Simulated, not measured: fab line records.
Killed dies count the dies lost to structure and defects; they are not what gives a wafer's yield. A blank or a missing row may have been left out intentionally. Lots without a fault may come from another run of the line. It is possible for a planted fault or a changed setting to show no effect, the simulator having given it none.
Chamber matching + flow n5Finfet + N5_BEOL_M0_ETCH_109 on rieDiel-06 has 4 sister chambers
The step etches SiCN in CH3F/O2, target depth 8 nm, overetch 2.4 nm, time 27.4 s. 14 wafers are shown with their chamber, then 7 later ones without.

== EACH WAFER AND ITS CHAMBER ==
| wafer  | chamber | throttleValvePct (%) | drypumpMotorCurrentA (A) | showerheadPlenumPTorr (Torr) |
|--------|---------|----------------------|--------------------------|------------------------------|
| L075.2 | 2       | 16.25                | 5.5                      | 2.02                         |
| L075.4 | 1       | 16.67                | 5.6                      | 2.05                         |
| L075.5 | 1       | 16.67                | 5.7                      | 2.05                         |
| L078.1 | 0       | 16.00                | 5.9                      | 1.93                         |
| L078.2 | 3       | 16.78                | 5.1                      | 2.10                         |
| L078.4 | 1       | 16.67                | 5.6                      | 2.05                         |
| L081.3 | 1       | 16.68                | 5.6                      | 2.05                         |
| L081.4 | 3       | 16.78                | 5.1                      | 2.09                         |
| L081.6 | 2       | 16.28                | 5.5                      | 2.02                         |
| L085.2 | 2       | 16.26                | 5.5                      | 2.01                         |
| L085.4 | 3       | 16.79                | 5.1                      | 2.09                         |
| L085.6 | 3       | 16.79                | 5.1                      | 2.09                         |
| L088.1 | 3       | 16.81                | 5.1                      | 2.09                         |
| L088.4 | 1       | 16.70                | 5.7                      | 2.04                         |

SIGNATURES (averages over the wafers above)
| reading               | chamber 0 | chamber 1 | chamber 2 | chamber 3 | scatter within a chamber |
|-----------------------|-----------|-----------|-----------|-----------|--------------------------|
| throttleValvePct      | 16.0000   | 16.6780   | 16.2633   | 16.7900   | 0.0132                   |
| drypumpMotorCurrentA  | 5.900     | 5.640     | 5.500     | 5.100     | 0.0346                   |
| showerheadPlenumPTorr | 1.9300    | 2.0480    | 2.0167    | 2.0920    | 0.00476                  |
Rule: distance of a wafer from a chamber = root of the sum over the readings of ((wafer's reading minus chamber's mean) / reading's scatter) squared. The wafer belongs to the nearest chamber; if the next one is less than 2 further off, it can't be placed. The scatter: take each reading less its chamber's mean, square it, sum over the shown wafers, divide by the number of wafers less the number of chambers, and take the root.

== WAFERS WHOSE CHAMBER IS MISSING ==
| wafer  | throttleValvePct (%) | drypumpMotorCurrentA (A) | showerheadPlenumPTorr (Torr) |
|--------|----------------------|--------------------------|------------------------------|
| L088.5 | 16.80                | 5.1                      | 2.09                         |
| L089.1 | 16.72                | 5.7                      | 2.04                         |
| L089.4 | 16.03                | 5.9                      | 1.93                         |
| L089.6 | 16.05                | 5.9                      | 1.93                         |
| L095.1 | 16.33                | 5.5                      | 2.01                         |
| L095.3 | 16.07                | 5.9                      | 1.92                         |
| L095.6 | 16.32                | 5.5                      | 2.01                         |

== WHICH CHAMBER EACH WENT THROUGH ==
| wafer  | from the rows above | in truth |
|--------|---------------------|----------|
| L088.5 | 3                   | 3        |
| L089.1 | 1                   | 1        |
| L089.4 | 0                   | 0        |
| L089.6 | 0                   | 0        |
| L095.1 | 2                   | 2        |
| L095.3 | 0                   | 0        |
| L095.6 | 2                   | 2        |
Correct placement for 7 of the 7. Number that these rows cannot place: 0. Placed wrongly: 0.
